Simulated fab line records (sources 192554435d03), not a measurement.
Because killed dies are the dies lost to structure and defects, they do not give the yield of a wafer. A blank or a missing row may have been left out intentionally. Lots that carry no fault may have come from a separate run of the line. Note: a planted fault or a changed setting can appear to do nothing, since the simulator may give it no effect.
Chamber matching ; flow n5Finfet ; rieDiel-04 running N5_HKMG_FIN_ETCH_31: 4 sister chambers
The step etches SiARC in CF4, target depth 45.5 nm, time 75.8 s. 8 wafers are shown with their chamber, then 12 later ones without.

WAFERS WITH THEIR CHAMBER
wafer;chamber;throttleValvePct (%);drypumpMotorCurrentA (A)
L083.1;2;15.28;5.2
L083.4;1;15.68;5.4
L084.1;0;15.10;6.3
L084.2;1;15.67;5.5
L084.3;3;15.56;5.5
L085.2;0;15.12;6.2
L085.3;2;15.28;5.1
L085.4;3;15.56;5.5

WAFERS WITHOUT THEIR CHAMBER
wafer;throttleValvePct (%);drypumpMotorCurrentA (A)
L087.2;15.68;5.5
L087.3;15.57;5.5
L087.6;15.29;5.1
L089.3;15.30;5.2
L089.5;15.57;5.5
L089.6;15.32;5.2
L090.2;15.30;5.1
L090.5;15.70;5.4
L090.6;15.31;5.1
L093.3;15.33;5.1
L093.4;15.59;5.5
L093.6;15.72;5.5

CHAMBER TAKEN BY EACH
wafer;from the rows above;in truth
L087.2;1;1
L087.3;3;3
L087.6;2;2
L089.3;2;2
L089.5;3;3
L089.6;2;2
L090.2;2;2
L090.5;1;1
L090.6;2;2
L093.3;2;2
L093.4;3;3
L093.6;1;1
Correct placement for 12 of the 12. Left unplaced by these rows: 0. 0 placed wrongly.
How it was worked out, from the rows above alone: a wafer's distance from a chamber is the root of the sum, over the readings, of the square of ((its reading less the chamber's mean) divided by the reading's scatter). If the next closest chamber is less than 2 further off than the closest, the wafer can't be placed; otherwise it belongs to the closest. Each chamber's mean is taken over the wafers shown for it. How the scatter is found: for the shown wafers, subtract from each reading the mean of its chamber, square and add these, divide the total by (wafers less chambers), then take the root.
